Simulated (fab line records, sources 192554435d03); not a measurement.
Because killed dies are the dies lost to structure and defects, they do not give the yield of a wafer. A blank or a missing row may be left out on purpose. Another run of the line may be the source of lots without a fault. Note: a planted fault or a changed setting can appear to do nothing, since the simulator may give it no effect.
Matching of chambers || flow n5-finfet || 4 sister chambers for N5_BEOL_M13_VIA_ETCH_16 on rie-diel-02
The step etches SiOC in C4F8/O2/Ar, target depth 921.7 nm. 8 wafers are shown with their chamber, then 7 later ones without.

== WAFERS PAIRED WITH THEIR CHAMBERS ==
{"wafer": "L084.5", "chamber": 2, "showerhead-plenum-p-Torr (Torr)": 3.37, "drypump-motor-current-A (A)": 4.9}
{"wafer": "L087.3", "chamber": 0, "showerhead-plenum-p-Torr (Torr)": 3.39, "drypump-motor-current-A (A)": 5.7}
{"wafer": "L087.4", "chamber": 2, "showerhead-plenum-p-Torr (Torr)": 3.37, "drypump-motor-current-A (A)": 5.0}
{"wafer": "L085.1", "chamber": 1, "showerhead-plenum-p-Torr (Torr)": 3.52, "drypump-motor-current-A (A)": 6.2}
{"wafer": "L085.2", "chamber": 0, "showerhead-plenum-p-Torr (Torr)": 3.39, "drypump-motor-current-A (A)": 5.8}
{"wafer": "L085.5", "chamber": 3, "showerhead-plenum-p-Torr (Torr)": 3.24, "drypump-motor-current-A (A)": 5.9}
{"wafer": "L089.2", "chamber": 3, "showerhead-plenum-p-Torr (Torr)": 3.24, "drypump-motor-current-A (A)": 5.9}
{"wafer": "L089.3", "chamber": 1, "showerhead-plenum-p-Torr (Torr)": 3.51, "drypump-motor-current-A (A)": 6.2}

== WAFERS WITH NO CHAMBER GIVEN ==
{"wafer": "L089.6", "showerhead-plenum-p-Torr (Torr)": 3.38, "drypump-motor-current-A (A)": 5.7}
{"wafer": "L092.1", "showerhead-plenum-p-Torr (Torr)": 3.38, "drypump-motor-current-A (A)": 5.8}
{"wafer": "L092.4", "showerhead-plenum-p-Torr (Torr)": 3.36, "drypump-motor-current-A (A)": 5.0}
{"wafer": "L092.6", "showerhead-plenum-p-Torr (Torr)": 3.38, "drypump-motor-current-A (A)": 5.7}
{"wafer": "L096.2", "showerhead-plenum-p-Torr (Torr)": 3.63, "drypump-motor-current-A (A)": 5.9}
{"wafer": "L096.4", "showerhead-plenum-p-Torr (Torr)": 3.50, "drypump-motor-current-A (A)": 6.2}
{"wafer": "L096.6", "showerhead-plenum-p-Torr (Torr)": 3.63, "drypump-motor-current-A (A)": 5.9}

== CHAMBER TAKEN BY EACH ==
{"wafer": "L089.6", "from the rows above": 0, "in truth": 0}
{"wafer": "L092.1", "from the rows above": 0, "in truth": 0}
{"wafer": "L092.4", "from the rows above": 2, "in truth": 2}
{"wafer": "L092.6", "from the rows above": 0, "in truth": 0}
{"wafer": "L096.2", "from the rows above": 1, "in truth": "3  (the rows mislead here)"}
{"wafer": "L096.4", "from the rows above": 1, "in truth": 1}
{"wafer": "L096.6", "from the rows above": 1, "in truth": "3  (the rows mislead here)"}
Correctly placed: 5 of 7. Can't be placed from these rows: 0. Placed wrongly: 2.
How it was worked out, from the rows above alone: a wafer's distance from a chamber is the root of the sum, over the readings, of the square of ((its reading less the chamber's mean) divided by the reading's scatter). If the next closest chamber is less than 2 further off than the closest, the wafer can't be placed; otherwise it belongs to the closest. The mean given for a chamber averages the wafers shown for that chamber. The scatter: the root of (the sum of the squares of (reading less its chamber's mean) over the shown wafers, divided by (wafers less chambers)).
